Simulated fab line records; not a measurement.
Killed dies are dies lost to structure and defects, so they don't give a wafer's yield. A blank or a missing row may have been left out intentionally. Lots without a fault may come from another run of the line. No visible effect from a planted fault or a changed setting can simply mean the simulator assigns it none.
Shared-tool check + flow nand-harc + 36 wafers sampled across 12 lots

## THE REASON FOR OPENING IT
Flagged at NHARC_A_M0_CD_MEAS_09: reading cd-nm, on 2 of 12 lots. No-fault wafers: 80.1 nm, standard deviation 0.61.
Rule: a lot gets a flag if all its wafers with a number sit over 4 standard deviations from that mean, or if no wafer of it has a number. As for the other lots, they are considered sound.

| lot  | measured     | on        | cd-nm (nm), wafer by wafer | flag    |
|------|--------------|-----------|----------------------------|---------|
| L846 | day 23 03:39 | cd-sem-01 | 79.2 79.6 79.4             |         |
| L848 | day 23 22:46 | cd-sem-03 | 80.4 79.4 79.9             |         |
| L851 | day 25 09:56 | cd-sem-01 | 79.4 80.2 79.7             |         |
| L852 | day 25 13:40 | cd-sem-02 | 81.0 80.4 81.1             |         |
| L853 | day 26 22:30 | cd-sem-01 | 79.9 79.2 79.6             |         |
| L857 | day 27 18:28 | cd-sem-03 | 93.3 92.6 94.0             | FLAGGED |
| L858 | day 28 06:20 | cd-sem-03 | 80.8 79.2 79.6             |         |
| L860 | day 28 18:44 | cd-sem-01 | 94.8 94.2 94.1             | FLAGGED |
| L866 | day 31 00:13 | cd-sem-03 | 80.9 80.9 80.5             |         |
| L865 | day 31 06:45 | cd-sem-02 | 79.1 80.3 79.0             |         |
| L867 | day 32 02:20 | cd-sem-01 | 80.0 79.2 79.7             |         |
| L868 | day 32 20:43 | cd-sem-01 | 82.1 80.2 81.6             |         |
The mean of the flagged lots' numbers is 93.8 nm, +13.7 nm from the usual (+23 standard deviations).

## WHICH TOOL RAN EACH LOT
Before the reading, the record contains 3 process steps out of a 1302-step route. In each cell: the tool, then ch and the chambers that the sampled wafers went through, then the start.
| lot  | flag    | NHARC_A_BLC_ETCH_17                           | NHARC_A_BLC_CMP_25            | NHARC_A_M0_PEB_07                 |
|------|---------|-----------------------------------------------|-------------------------------|-----------------------------------|
| L846 |         | rie-diel-06 ch 0,2, day 23 02:20 or earlier   | cmp-02 ch 1,3, day 23 02:20   | litho-track-04 ch 0, day 23 03:34 |
| L848 |         | rie-diel-06 ch 1,2, day 23 21:28 or earlier   | cmp-01 ch 0,2, day 23 21:28   | litho-track-04 ch 0, day 23 22:41 |
| L851 |         | rie-diel-09 ch 0,1, day 25 08:38 or earlier   | cmp-03 ch 0,3, day 25 08:38   | litho-track-06 ch 0, day 25 09:52 |
| L852 |         | rie-diel-09 ch 0,2,3, day 25 12:22 or earlier | cmp-01 ch 0,1,2, day 25 12:22 | litho-track-06 ch 0, day 25 13:35 |
| L853 |         | rie-diel-09 ch 0,2, day 26 21:19 or earlier   | cmp-03 ch 0,2,3, day 26 21:19 | litho-track-01 ch 0, day 26 22:25 |
| L857 | FLAGGED | rie-diel-09 ch 0,1,3, day 27 17:20 or earlier | cmp-01 ch 0,2,3, day 27 17:20 | litho-track-04 ch 0, day 27 18:23 |
| L858 |         | rie-diel-01 ch 2,3, day 28 05:09 or earlier   | cmp-02 ch 0,3, day 28 05:09   | litho-track-06 ch 0, day 28 06:15 |
| L860 | FLAGGED | rie-diel-09 ch 1,2, day 28 17:26 or earlier   | cmp-02 ch 0,3, day 28 17:26   | litho-track-04 ch 0, day 28 18:40 |
| L866 |         | rie-diel-09 ch 0,1,2, day 30 22:49 or earlier | cmp-02 ch 0,2,3, day 30 22:49 | litho-track-06 ch 0, day 31 00:08 |
| L865 |         | rie-diel-09 ch 0,1,2, day 31 05:34 or earlier | cmp-01 ch 0,3, day 31 05:34   | litho-track-04 ch 0, day 31 06:40 |
| L867 |         | rie-diel-09 ch 1,2,3, day 32 00:47 or earlier | cmp-01 ch 0,2,3, day 32 00:47 | litho-track-04 ch 0, day 32 02:16 |
| L868 |         | rie-diel-09 ch 0,1, day 32 19:25 or earlier   | cmp-01 ch 0,1,3, day 32 19:25 | litho-track-01 ch 0, day 32 20:38 |
What these steps do:
- NHARC_A_BLC_ETCH_17: etches the open film in N2/H2, target depth 390 nm, time 609.38 s.
- NHARC_A_BLC_CMP_25: polishes, t overpolish 30 s, target thk 150 nm.
- NHARC_A_M0_PEB_07: peb time 65 s.
- NHARC_A_M0_CD_MEAS_09: target cd 80 nm.

## FLAGGED AGAINST TOTAL, ONE TOOL AT A TIME (gauges that did the reading follow at the end)
| step                  | tool           | lots run | flagged | share of the flagged lots | sound lots run after its first flagged lot |
|-----------------------|----------------|----------|---------|---------------------------|--------------------------------------------|
| NHARC_A_BLC_ETCH_17   | rie-diel-01    | 1        | 0       | none                      | -                                          |
| NHARC_A_BLC_ETCH_17   | rie-diel-06    | 2        | 0       | none                      | -                                          |
| NHARC_A_BLC_ETCH_17   | rie-diel-09    | 9        | 2       | all                       | 4 (L866,L865,L867,L868)                    |
| NHARC_A_BLC_CMP_25    | cmp-01         | 6        | 1       | some                      | 3 (L865,L867,L868)                         |
| NHARC_A_BLC_CMP_25    | cmp-02         | 4        | 1       | some                      | 1 (L866)                                   |
| NHARC_A_BLC_CMP_25    | cmp-03         | 2        | 0       | none                      | -                                          |
| NHARC_A_M0_PEB_07     | litho-track-01 | 2        | 0       | none                      | -                                          |
| NHARC_A_M0_PEB_07     | litho-track-04 | 6        | 2       | all                       | 2 (L865,L867)                              |
| NHARC_A_M0_PEB_07     | litho-track-06 | 4        | 0       | none                      | -                                          |
| NHARC_A_M0_CD_MEAS_09 | cd-sem-01      | 6        | 1       | some                      | 2 (L867,L868)                              |
| NHARC_A_M0_CD_MEAS_09 | cd-sem-02      | 2        | 0       | none                      | -                                          |
| NHARC_A_M0_CD_MEAS_09 | cd-sem-03      | 4        | 1       | some                      | 2 (L858,L866)                              |
NHARC_A_BLC_ETCH_17: start missing for some lots; hours and lot order therefore follow NHARC_A_BLC_CMP_25.

## THE TABLE: WHAT IT ALLOWS
rie-diel-09 at NHARC_A_BLC_ETCH_17 and litho-track-04 at NHARC_A_M0_PEB_07 are the 2 rows of the table that ran each flagged lot.
- rie-diel-09 at NHARC_A_BLC_ETCH_17 ran 9 lots, 2 of them flagged. Lots that were sound ran on it after the first flagged one (L866, L865, L867, L868); a persistent fault on the entire tool would not allow that.
- litho-track-04 at NHARC_A_M0_PEB_07 ran 6 lots, 2 of them flagged. Lots that were sound ran on it after the first flagged one (L865, L867); a persistent fault on the entire tool would not allow that.
Not one row of the table ran every flagged lot while running no sound lot after the first.

## WHAT THE SIMULATOR PUT IN
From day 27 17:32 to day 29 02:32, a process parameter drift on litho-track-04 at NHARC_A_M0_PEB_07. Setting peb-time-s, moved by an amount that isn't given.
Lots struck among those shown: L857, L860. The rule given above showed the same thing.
